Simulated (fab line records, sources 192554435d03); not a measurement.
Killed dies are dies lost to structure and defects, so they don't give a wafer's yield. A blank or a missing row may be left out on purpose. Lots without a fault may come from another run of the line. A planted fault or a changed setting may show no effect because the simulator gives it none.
Which tool did it? | flow n5_finfet | 9 lots, 27 wafers sampled, at 5 steps of a route of 1938

WHAT THE GAUGES READ, wafer by wafer
N5_BEOL_M4_RC_MEAS_101.
lot  | measured     | on        | DIBL_N (mV/V)  | DIBL_P (mV/V)  | IOFF_N (nA/um) | IOFF_P (nA/um) | ION_N (uA/um) | ION_P (uA/um) | RS_NWELL (ohm/sq) | SS_N (mV/dec)  | SS_P (mV/dec)  | VT_N (mV)   | VT_P (mV)
L556 | day 7 17:22  | prober-01 | 32.1 33.0 31.8 | 33.7 33.8 33.3 | 0.12 0.14 0.12 | 0.18 0.18 0.17 | 657 671 663   | 456 459 459   | 1033 1034 1038    | 70.5 71.7 70.7 | 72.6 72.8 72.1 | 254 254 252 | -254 -254 -250
L559 | day 8 17:45  | prober-02 | 40.0 35.5 40.0 | 40.1 35.4 41.3 | 0.22 0.14 0.24 | 0.28 0.20 0.32 | 691 664 700   | 467 455 482   | 1034 1030 1016    | 72.0 71.4 72.0 | 73.9 73.4 73.7 | 243 251 242 | -243 -251 -243
L561 | day 9 00:22  | prober-01 | 40.5 32.2 38.0 | 41.9 32.5 39.1 | 0.23 0.09 0.18 | 0.29 0.15 0.24 | 687 647 681   | 465 452 465   | 1046 1041 1039    | 72.0 69.8 71.5 | 73.8 71.4 73.0 | 244 258 248 | -245 -253 -247
L564 | day 10 00:22 | prober-01 | 38.4 35.0 36.9 | 38.0 35.9 38.2 | 0.19 0.13 0.16 | 0.23 0.19 0.23 | 673 665 664   | 462 456 460   | 1041 1053 1041    | 72.0 71.3 72.0 | 74.1 73.1 74.3 | 252 254 252 | -251 -253 -250
L571 | day 12 02:37 | prober-01 | 34.7 38.4 35.1 | 34.9 39.5 35.9 | 0.14 0.21 0.15 | 0.19 0.27 0.21 | 677 684 670   | 466 469 459   | 1220 1231 1213    | 70.6 72.1 71.5 | 73.5 74.4 72.9 | 251 246 252 | -250 -248 -253
L573 | day 12 12:56 | prober-02 | 34.9 37.1 37.5 | 36.0 38.8 39.1 | 0.14 0.17 0.19 | 0.22 0.26 0.27 | 666 672 694   | 462 469 484   | 1215 1215 1208    | 70.3 71.8 71.2 | 73.1 73.2 73.4 | 251 248 246 | -247 -246 -244
L574 | day 13 08:08 | prober-02 | 34.8 31.6 27.6 | 37.1 33.3 28.4 | 0.16 0.11 0.07 | 0.19 0.14 0.11 | 679 664 649   | 462 454 455   | 1040 1038 1038    | 71.5 70.2 69.4 | 73.4 72.8 71.7 | 248 258 258 | -252 -256 -257
L577 | day 13 17:27 | prober-01 | 36.2 35.2 38.7 | 37.5 35.9 40.4 | 0.17 0.15 0.22 | 0.23 0.21 0.29 | 690 686 685   | 470 475 466   | 1042 1036 1034    | 71.2 71.5 72.0 | 73.6 72.8 74.1 | 246 250 244 | -248 -248 -246
L579 | day 14 13:20 | prober-01 | 35.6 37.2 35.3 | 36.6 38.3 36.1 | 0.14 0.17 0.13 | 0.17 0.19 0.16 | 672 683 650   | 454 463 445   | 1042 1039 1031    | 71.1 71.8 70.9 | 72.9 73.6 73.2 | 252 251 254 | -256 -254 -258

WHICH TOOL RAN EACH LOT (tool, then ch and the chambers of the sampled wafers, then the start)
lot  | N5_ZERO_LAYER_ETCH_17             | N5_WELL_APT_DESCUM_13             | N5_WELL_APT_IMPLANT_14         | N5_PMOS_HMC_CHANNEL_EPI_ETCH_32
L556 | rie_diel-03 ch 1,2,3, day 1 12:52 | rie_diel-04 ch 0,3, day 1 13:48   | implanter-01 ch 0, day 1 13:58 | rie_diel-02 ch 1,2, day 1 17:53
L559 | rie_diel-02 ch 1,2, day 2 07:08   | rie_diel-05 ch 0,2, day 2 08:04   | implanter-02 ch 0, day 2 08:10 | rie_diel-03 ch 1,2,3, day 2 11:34
L561 | rie_diel-03 ch 0,2,3, day 2 18:52 | rie_diel-04 ch 1,2,3, day 2 19:58 | implanter-01 ch 0, day 2 20:04 | rie_diel-03 ch 0,2,3, day 3 00:05
L564 | rie_diel-01 ch 2,3, day 3 13:02   | rie_diel-06 ch 0,1,3, day 3 14:12 | implanter-01 ch 0, day 3 14:22 | rie_diel-01 ch 1,2,3, day 3 18:56
L571 | rie_diel-01 ch 0,1,3, day 5 06:43 | rie_diel-05 ch 0,1,2, day 5 07:46 | implanter-01 ch 0, day 5 07:52 | rie_diel-01 ch 0,1,3, day 5 11:21
L573 | rie_diel-01 ch 1,2, day 5 18:54   | rie_diel-04 ch 2,3, day 5 20:00   | implanter-01 ch 0, day 5 20:06 | rie_diel-02 ch 0,1,3, day 5 23:32
L574 | rie_diel-02 ch 1,2,3, day 6 00:43 | rie_diel-06 ch 1,2, day 6 01:40   | implanter-02 ch 0, day 6 01:46 | rie_diel-01 ch 0,1,2, day 6 05:18
L577 | rie_diel-02 ch 0,1,2, day 6 18:43 | rie_diel-06 ch 0,3, day 6 19:49   | implanter-02 ch 0, day 6 19:58 | rie_diel-01 ch 1,2, day 6 23:29
L579 | rie_diel-01 ch 0,3, day 7 07:06   | rie_diel-04 ch 1,2, day 7 09:17   | implanter-02 ch 0, day 7 09:23 | rie_diel-02 ch 0,1,2, day 7 12:38
- N5_ZERO_LAYER_ETCH_17: etches SiO2 in CF4, target depth 12 nm, time 13.3 s.
- N5_WELL_APT_DESCUM_13: chemistry O2, time 7.9 s.
- N5_WELL_APT_IMPLANT_14
- N5_PMOS_HMC_CHANNEL_EPI_ETCH_32: etches BARC in N2/H2, stops on SiO2, target depth 85.8 nm, time 50.3 s.

WHAT THE TOOLS THEMSELVES READ (means of the sampled wafers that have a number; where no wafer has one, the mark that the record gives instead)
N5_ZERO_LAYER_ETCH_17.
lot  | tool        | cf4_flow_sccm (sccm) | drypump_motor_current_A (A) | oes_product_au (a.u.) | rf_vpp_V (V) | showerhead_plenum_p_Torr (Torr) | throttle_valve_pct (%)
L556 | rie_diel-03 | 100.10               | 5.3                         | 0.78                  | 949          | 2.14                            | 15.77
L559 | rie_diel-02 | 100.16               | 6.0                         | 0.76                  | 947          | 2.11                            | 15.55
L561 | rie_diel-03 | 99.92                | 5.3                         | 0.76                  | 952          | 2.19                            | 15.87
L564 | rie_diel-01 | 99.68                | 6.3                         | 0.75                  | 952          | 2.20                            | 15.89
L571 | rie_diel-01 | 100.14               | 6.3                         | 0.81                  | 950          | 2.15                            | 15.55
L573 | rie_diel-01 | 100.01               | 6.3                         | 0.72                  | 943          | 2.08                            | 15.69
L574 | rie_diel-02 | 99.96                | 5.8                         | 0.78                  | 949          | 2.14                            | 15.51
L577 | rie_diel-02 | 99.97                | 5.7                         | 0.77                  | 945          | 2.09                            | 15.59
L579 | rie_diel-01 | 100.17               | 5.9                         | 0.85                  | 952          | 2.19                            | 15.52

N5_WELL_APT_DESCUM_13.
lot  | tool        | bias_power_w (W) | drypump_motor_current_A (A) | oes_product_au (a.u.) | rf_vpp_V (V) | showerhead_plenum_p_Torr (Torr) | throttle_valve_pct (%)
L556 | rie_diel-04 | 20.01            | 5.5                         | 0.72                  | 242.6        | 2.03                            | 20.30
L559 | rie_diel-05 | 20.01            | 5.3                         | 0.74                  | 243.5        | 2.13                            | 20.38
L561 | rie_diel-04 | 20.01            | 5.4                         | 0.74                  | 243.8        | 2.09                            | 20.29
L564 | rie_diel-06 | 19.98            | 6.4                         | 0.79                  | 243.6        | 2.06                            | 20.52
L571 | rie_diel-05 | 19.97            | 5.6                         | 0.78                  | 242.3        | 2.09                            | 20.41
L573 | rie_diel-04 | 19.98            | 5.6                         | 0.80                  | 243.4        | 2.14                            | 20.39
L574 | rie_diel-06 | 20.07            | 5.8                         | 0.72                  | 242.2        | 2.06                            | 20.72
L577 | rie_diel-06 | 20.04            | 6.5                         | 0.82                  | 241.9        | 2.03                            | 20.31
L579 | rie_diel-04 | 19.98            | 5.6                         | 0.72                  | 243.5        | 2.13                            | 20.47

N5_WELL_APT_IMPLANT_14.
lot  | tool         | dose_ions_cm2 | faraday_current_uA
L556 | implanter-01 | 1.5011e+13    | 191
L559 | implanter-02 | 1.4985e+13    | 190
L561 | implanter-01 | 1.5010e+13    | 192
L564 | implanter-01 | 1.5005e+13    | 187
L571 | implanter-01 | 1.1255e+13    | 139
L573 | implanter-01 | 1.1279e+13    | 142
L574 | implanter-02 | 1.5002e+13    | 189
L577 | implanter-02 | 1.4993e+13    | 191
L579 | implanter-02 | 1.5016e+13    | 188

N5_PMOS_HMC_CHANNEL_EPI_ETCH_32.
lot  | tool        | drypump_motor_current_A (A) | oes_product_au (a.u.) | rf_vpp_V (V) | showerhead_plenum_p_Torr (Torr) | throttle_valve_pct (%)
L556 | rie_diel-02 | 6.0                         | 0.65                  | 522.3        | 2.51                            | 17.81
L559 | rie_diel-03 | 5.4                         | 0.64                  | 523.5        | 2.54                            | 18.05
L561 | rie_diel-03 | 5.3                         | 0.63                  | 524.3        | 2.60                            | 18.07
L564 | rie_diel-01 | 6.3                         | 0.63                  | 523.9        | 2.52                            | 17.94
L571 | rie_diel-01 | 6.2                         | 0.68                  | 524.5        | 2.55                            | 17.73
L573 | rie_diel-02 | 5.7                         | 0.73                  | 525.1        | 2.57                            | 17.68
L574 | rie_diel-01 | 5.9                         | 0.67                  | 522.9        | 2.50                            | 17.73
L577 | rie_diel-01 | 6.0                         | 0.61                  | 523.1        | 2.46                            | 17.98
L579 | rie_diel-02 | 5.7                         | 0.66                  | 522.1        | 2.48                            | 17.84

THE ANSWER, worked out from the rows above alone
Rule: what is usual is taken from the lots themselves. Put in order of their means at a reading, lots are off if they are a third of the lots or fewer, leave a main group of 4 or more, and stand apart from it by a gap of 3 or more times the standard deviation of the main group's means; of several such gaps the widest counts. A main group whose means are all the same, to the digits that the tables above print for the reading, isn't used. A lot without any number at a reading at which 4 lots or more have one is off too. The other lots that the step has rows for count as sound. The gauges are gone through in route order, then the tools' own readings, and for those a lot's mean is taken as printed above. The first step at which some lot is off is used, and at that step the reading that is off furthest; a lot without a number counts as furthest.
Off: L571, L573, at N5_BEOL_M4_RC_MEAS_101 (RS_NWELL). The main group: mean 1037 ohm/sq, standard deviation 5.4.
A tool fits if, at a process step before that reading, it ran every lot that is off, and no sound lot after the first of them. The gauges at N5_BEOL_M4_RC_MEAS_101 aren't tried: what is off there is off at N5_WELL_APT_IMPLANT_14 too, on other tools, and a gauge's error can't cause that. One fits: implanter-01 at N5_WELL_APT_IMPLANT_14. Its last sound lot is L564 (day 3 14:22), its first lot that is off L571 (day 5 07:52): a fault that began between those two fits.
The tool's own readings at N5_WELL_APT_IMPLANT_14 bear it out: on the lots that are off they differ by more than 5 times the standard deviation of the sound lots' means. dose_ions_cm2 reads 1.1267e+13 there against 1.5003e+13 on the sound lots; faraday_current_uA reads 140 there against 190 on the sound lots.

WHAT THE SIMULATOR HAD PUT IN
Process parameter drift: implanter-01, from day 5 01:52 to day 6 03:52, at N5_WELL_APT_IMPLANT_14. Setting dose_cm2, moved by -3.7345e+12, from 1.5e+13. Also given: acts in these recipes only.
Lots struck among those shown: L571, L573. The rule above found the same.
